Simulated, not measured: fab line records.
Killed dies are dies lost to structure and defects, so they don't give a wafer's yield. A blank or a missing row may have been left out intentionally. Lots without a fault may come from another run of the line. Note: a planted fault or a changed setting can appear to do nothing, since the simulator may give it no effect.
Problem report in the 8D (eight disciplines) form, filled by code :: flow n5 finfet :: the parts of the form that need people (team, actions taken, sign-off) are left out

1. PROBLEM STATEMENT
Wafers without a fault read 177, standard deviation 42; raw defect count at N5_SD_EPI_P_INSPECT_26 reads a mean of 1554 on 6 wafers belonging to 2 lots. That is +33 standard deviations from the usual mean.
The step: inspects for defects (darkfield).
First seen on wafer L246.2, day 7 10:14, on defect inspect-01. The record holds 27 wafers of 10 lots with a number at this step. By rule, "out" or "out of limits" means more than 4 standard deviations away from the usual mean. Any other wafer with a number is counted as sound.

2. WHAT IT IS; WHAT IT IS NOT
question: which readings at this step
is: raw defect count
is not: -

question: which lots
is: L246, L247
is not: L230, L232, L233, L234, L236, L249, L250, L253

question: which wafers of those lots
is: all that have a number
is not: -

question: read on which gauges
is: defect inspect-01
is not: defect inspect-02

question: when
is: from day 7 10:14
is not: up to then (13 sound wafers); but 8 sound wafers of L249, L250, L253 came after

3. THE SUSPECTS, EACH WITH WHAT RULES IT OUT
Counting: any tool at a process step up to the reading is kept as a suspect provided that every lot that is out went through it and no sound lot did after the first of them.
- the gauge at N5_SD_EPI_P_INSPECT_26 is ruled out. All the wafers that are out were read on defect inspect-01, but those of them that N5_PASSIVATION_PROBE_49 has rows for are out there too, on other tools.
- epi rpcvd-04 at N5_SD_EPI_P_EPI_21 (deposits SiGe:B, time 355 s): kept. All lots that are out passed through it, beginning with L246 at day 7 08:13, and no sound lot followed; its final sound lot before that point was L234 at day 4 07:57.
After counting, what remains is epi rpcvd-04 at N5_SD_EPI_P_EPI_21.

4. THE CAUSE (what the simulator had put in)
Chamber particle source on epi rpcvd-04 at N5_SD_EPI_P_EPI_21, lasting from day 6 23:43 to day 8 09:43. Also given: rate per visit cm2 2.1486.
This tool alone remained once counting was done.

5. THE CHAIN OF EFFECTS, in route order
Each row: a reading where the mean over the struck wafers with a number is more than 3 standard deviations away from the usual. Scope: only readings with a usual standard deviation given in the record; hours: median across lots of the time from each lot's start at the first step in this table that gives one to its start at this step; sigmas: change in usual standard deviations.
hours: 0
step: N5_SD_EPI_P_INSPECT_26
reading: raw defect count
usual: 177
on struck wafers: 1554
change: +1377
sigmas: +33

hours: 1
step: N5_SD_ACTIVATION_INSPECT_02
reading: raw defect count
usual: 180
on struck wafers: 1545
change: +1365
sigmas: +32

hours: 297
step: N5_PASSIVATION_PROBE_49
reading: defect limited yield
usual: 91.1 %
on struck wafers: 85.0
change: -6.1
sigmas: -4.3

hours: 297
step: N5_PASSIVATION_PROBE_49
reading: killed at front end
usual: 40
on struck wafers: 116
change: +76
sigmas: +6.9

hours: 297
step: N5_PASSIVATION_PROBE_49
reading: killed dies
usual: 105
on struck wafers: 177
change: +72
sigmas: +4.2

hours: 297
step: N5_PASSIVATION_PROBE_49
reading: killed on rim
usual: 14
on struck wafers: 34
change: +20
sigmas: +4.7

hours: 297
step: N5_PASSIVATION_PROBE_49
reading: sort_bin_5_function
usual: 5.2 %
on struck wafers: 8.2
change: +3.0
sigmas: +3.1

hours: 297
step: N5_PASSIVATION_PROBE_49
reading: sort n pass
usual: 1075
on struck wafers: 1003
change: -72
sigmas: -4.2

hours: 297
step: N5_PASSIVATION_PROBE_49
reading: sort yield pct
usual: 91.1 %
on struck wafers: 85.0
change: -6.1
sigmas: -4.3
Its process steps:
- N5_PASSIVATION_PROBE_49
Later measuring or inspecting steps at which every struck wafer that the step has a row for has a number for every such reading, and none has moved that far: N5_ILD0_THK_MEAS_13, N5_SDB_CD_MEAS_11, N5_BEOL_M4_RC_MEAS_101.

6. WHAT WOULD HAVE CAUGHT IT SOONER
Counted from the fault's start at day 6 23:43, it took 11 hours until the first out-of-limits reading at a measuring or inspecting step in this record, taken at day 7 10:14.
No tool reading at N5_SD_EPI_P_EPI_21 that has a usual standard deviation in the record was out on any struck wafer, so an alarm limit of 4 standard deviations on those readings would not have fired.
Lots out: 2; of these, L247 started N5_SD_EPI_P_EPI_21 on epi rpcvd-04 after day 7 10:14. Holding the tool at that time would have saved it.
